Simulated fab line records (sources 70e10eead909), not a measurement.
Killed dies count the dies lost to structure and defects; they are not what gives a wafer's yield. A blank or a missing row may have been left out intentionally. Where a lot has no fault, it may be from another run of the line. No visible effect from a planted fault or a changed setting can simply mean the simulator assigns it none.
Code-filled problem report in 8D (eight disciplines) form | flow nand_harc | the parts of the form that need people (team, actions taken, sign-off) are left out

## 1. WHAT WENT WRONG
NHARC_A_CONTACT_INSPECT_10, raw_defect_count: mean 631 on 2 wafers (1 lot); fault-free wafers 25, standard deviation 10. That is +61 standard deviations from the usual mean.
The first sign was on wafer L991.3 at day 20 22:51, on defect_inspect-01. The record has a number at this step for 36 wafers belonging to 12 lots. Rule for "out" (also "out of limits"): further than 4 standard deviations from the usual mean. The other wafers with a number count as sound.

## 2. WHAT IT IS; WHAT IT IS NOT
question                    | is                | is not
which readings at this step | raw_defect_count  | -
which lots                  | L991              | L975, L976, L979, L980, L982, L988, L989, L993, L994, L996, L997
which wafers of those lots  | L991.3, L991.5    | L991.1
read on which gauges        | defect_inspect-01 | defect_inspect-02
when                        | from day 20 22:51 | up to then (22 sound wafers); but 12 sound wafers of L993, L994, L996, L997 came after

## 3. WHAT RULES OUT EACH SUSPECT
Counting: a tool at a process step up to the reading stays a suspect if it ran every lot that is out. Sound lots after the first of them don't rule it out here, since some wafers of a struck lot are sound.
- the gauge at NHARC_A_CONTACT_INSPECT_10: ruled out. All the wafers that are out were read on defect_inspect-01, but those of them that NHARC_END_SORT_01 has rows for are out there too, on other tools.
- har_cap_etch-01 at NHARC_A_CONTACT_ETCH_133 (etches the open film in C4F8/O2/Ar, time 195 s, target depth 840 nm): kept. It processed L991, the lot that is out, at day 20 17:36, and its most recent sound lot before then was L989 at day 19 15:35.
- pecvd-02 at NHARC_A_CONTACT_DEP_85 (deposits SiON, target thk 50 nm): kept. It processed L991, the lot that is out, at day 20 22:01, and its most recent sound lot before then was L982 at day 18 18:58.
- The sound lot-mates ran in chamber 0 of pecvd-02 at NHARC_A_CONTACT_DEP_85, but the wafers that are out ran in chamber 1.
What counting leaves: har_cap_etch-01 at NHARC_A_CONTACT_ETCH_133 and pecvd-02 at NHARC_A_CONTACT_DEP_85.

## 4. THE CAUSE (what the simulator had put in)
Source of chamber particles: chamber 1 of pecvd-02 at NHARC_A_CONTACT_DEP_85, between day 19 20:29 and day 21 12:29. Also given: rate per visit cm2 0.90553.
This tool is one of the 2 suspects left after counting.

## 5. SEQUENCE OF EFFECTS, ordered by route
Each row: a reading whose mean over the struck wafers that have a number lies more than 3 standard deviations from the usual. Readings are gone through only where the record gives a usual standard deviation; hours: the median, over the lots, of the time from a lot's start at the first step in this table giving one to that lot's start at this step; sigmas: the change measured in usual standard deviations.
hours | step                       | reading          | usual | on struck wafers | change | sigmas
0     | NHARC_A_CONTACT_INSPECT_10 | raw_defect_count | 25    | 631              | +606   | +61
61    | NHARC_END_SORT_01          | killed_at_array  | 24    | 114              | +90    | +11
61    | NHARC_END_SORT_01          | killed_dies      | 27    | 116              | +90    | +10

## 6. WHAT WOULD HAVE CAUGHT IT SOONER
In this record the first reading out of limits at a measuring or inspecting step was taken at day 20 22:51, 26 hours after the fault began at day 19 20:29.
Of the tool readings at NHARC_A_CONTACT_DEP_85 for which the record gives a usual standard deviation, none was out on any struck wafer, so an alarm limit of 4 standard deviations on them would not have fired.
Lots out: 1; all had begun NHARC_A_CONTACT_DEP_85 on pecvd-02 by day 20 22:51. None of them would have been spared by holding the tool at that moment.
